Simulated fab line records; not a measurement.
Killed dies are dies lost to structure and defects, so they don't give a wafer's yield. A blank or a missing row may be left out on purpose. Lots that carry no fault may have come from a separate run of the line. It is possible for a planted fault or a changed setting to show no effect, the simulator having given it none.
Struck lot and sound lot, side by side ; flow n5Finfet ; 27 out of 1938 route steps
Sound: the wafers L561.1, L561.3, L561.6. Struck: wafers L570.1, L570.2, L570.5. The cause comes at the end.
Per side, at each step with rows, come the tool, then ch with its chambers, and then its first start. Under that, the readings that differ: sound wafers ; struck wafers ; difference of the means ; sigmas: that difference in standard deviations of wafers without a fault.
alike: readings with means less than 2 such deviations apart, plus words and numbers identical on both sides. not compared: withheld readings, readings lacking a value on some wafer, bounds such as >300 that could conceal the same value, and numbers that have no deviation in the record and whose values overlap.
Wherever a step has rows on one side only, a row that says differs or no value, or a row with sigmas, the two part there. Numbers that don't overlap but have no deviation are shown without sigmas and don't part them. Lack of a reading on every wafer of one side parts them only where that side has two or more wafers.

N5_BEOL_M14_SPUTTER_45: material Cu, target thk 100 nm, time 16.67 s.
  sound: pvdSputter-01 at day 11 10:27; struck: pvdSputter-03 at day 15 10:41
  alike: throttleValvePct
then, 1 step without rows for these wafers: N5_BEOL_M14_ECD_47 (material Cu, target thk 1248 nm).
N5_BEOL_M14_ANNEAL_48: time 90 s.
  sound on rtpAnneal-02 ch 0, day 11 10:49; struck on rtpAnneal-01 ch 0, day 15 10:59
  alike: wafer_temp_C_max
then, 1 step without rows for these wafers: N5_BEOL_M14_CMP_49 (polishes, stops on SiO2, t overpolish 5.2 s, target thk 560 nm).
N5_BEOL_M14_THK_MEAS_50: measures by xrf.
  sound: filmMetro-02 at day 11 12:53; struck: filmMetro-02 at day 15 11:35
  alike: M14_THK
then, 2 steps without rows for these wafers: N5_BEOL_M14_PRE_CLEAN_52 (time 15 s); N5_BEOL_M14_DEP_53 (deposits SiCN from 3MS/NH3, target thk 50 nm, time 17.8 s).
N5_BEOL_M14_RS_MEAS_54: measures by four-point-probe.
  sound: filmMetro-02 at day 11 13:03; struck: filmMetro-01 at day 15 11:43
  alike: M14_RS
N5_BEOL_M14_INSPECT_55: inspects for defects (darkfield).
  sound: defectInspect-01 at day 11 13:04; struck: defectInspect-02 at day 15 11:44
  alike: rawDefectCount
then, 1 step without rows for these wafers: N5_BEOL_M15_ILD_DEP_00 (deposits SiO2 from TEOS/O2, target thk 1629.3 nm, time 346.1 s).
N5_BEOL_M15_THK_MEAS_01:
  sound: filmMetro-01 at day 11 13:28; struck: filmMetro-02 at day 15 12:02
  alike: M15_ILD_THK
then, 1 step without rows for these wafers: N5_BEOL_M15_COAT_58 (time 60 s, resist thk 89 nm).
N5_BEOL_M15_COAT_04: resist thk 800 nm.
  sound on lithoTrack-03 ch 0, day 11 13:30; struck on lithoTrack-01 ch 0, day 15 12:04
reading;sound;struck;difference;sigmas
spinSpeedRpm (rpm);1704.9 1704.7 1706.3;1574.1 1572.6 1573.5;-131.9;-99 or more
model.coat_of_BEOL_M15_COAT_04.thkNm (nm);800.8 802 799.4;835.2 833 833.4;+33.1;
then, 6 steps without rows for these wafers: N5_BEOL_M15_EBR_06; N5_BEOL_M15_SOFTBAKE_05 (time 60 s); N5_BEOL_M15_EXPOSE_07 (exposes mask V14); N5_BEOL_M15_PEB_08 (peb time 90 s); N5_BEOL_M15_DEVELOP_09 (develop time 45 s); N5_BEOL_M15_HARDBAKE_14 (time 120 s).
N5_BEOL_M15_CD_MEAS_10 targets a cd of 360 nm.
  sound on cdSem-02 ch 0, day 11 13:53; struck on cdSem-02 ch 0, day 15 12:28
  alike: cdNm
N5_BEOL_M15_OVL_MEAS_11:
  sound on overlay-02 ch 0, day 11 13:56; struck on overlay-02 ch 0, day 15 12:29
  alike: V14_OVL
N5_BEOL_M15_INSPECT_12: inspects for defects (macro).
  sound: defectInspect-02 at day 11 13:57; struck: defectInspect-02 at day 15 12:31
  alike: rawDefectCount
N5_BEOL_M15_DESCUM_15: chemistry O2, time 7.9 s.
  sound on rieDiel-04 ch 0,1, day 11 14:01; struck on rieDiel-04 ch 0,3, day 15 12:44
  alike: drypumpMotorCurrentA, oesProductAu, rfVppV, showerheadPlenumPTorr, throttleValvePct
  not compared: rfHoursCounterH
N5_BEOL_M15_ETCH_59: etches BARC in N2/H2, target depth 89 nm, overetch 26.7 nm, time 67.9 s.
  sound on rieDiel-04 ch 0,1, day 11 14:03; struck on rieDiel-04 ch 0,3, day 15 12:46
  alike: drypumpMotorCurrentA, oesProductAu, rfVppV, showerheadPlenumPTorr, throttleValvePct
  not compared: rfHoursCounterH
N5_BEOL_M15_VIA_ETCH_16: etches SiO2 in C4F8/O2/Ar, target depth 1792.2 nm.
  sound on rieDiel-04 ch 0,1, day 11 14:06; struck on rieDiel-04 ch 0,3, day 15 12:49
reading;sound;struck;difference;sigmas
model.coat_of_BEOL_M15_COAT_04.thkNm (nm);336.2 331 326.8;371 368 363.8;+36;
  alike: drypumpMotorCurrentA, oes_ar_750_au, oesProductAu, rfVppV, showerheadPlenumPTorr, throttleValvePct
N5_BEOL_M15_STRIP_63: strips in O2.
  sound: rieDiel-04 ch 0,1; struck: rieDiel-04 ch 0,3
  alike: drypumpMotorCurrentA, oesProductAu, rfVppV, showerheadPlenumPTorr, throttleValvePct
  not compared: rfHoursCounterH
then, 1 step without rows for these wafers: N5_PASSIVATION_PROBE_49.

== WHERE THEY PART ==
Within this record, at N5_BEOL_M15_COAT_04 only. Later steps at which nothing parts them and some readings are alike: N5_BEOL_M15_CD_MEAS_10, N5_BEOL_M15_OVL_MEAS_11, N5_BEOL_M15_INSPECT_12, N5_BEOL_M15_DESCUM_15, N5_BEOL_M15_ETCH_59, N5_BEOL_M15_VIA_ETCH_16, N5_BEOL_M15_STRIP_63.

WHY: what had been put in by the simulator
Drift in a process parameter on lithoTrack-01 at N5_BEOL_M15_COAT_04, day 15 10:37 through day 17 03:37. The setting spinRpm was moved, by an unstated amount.
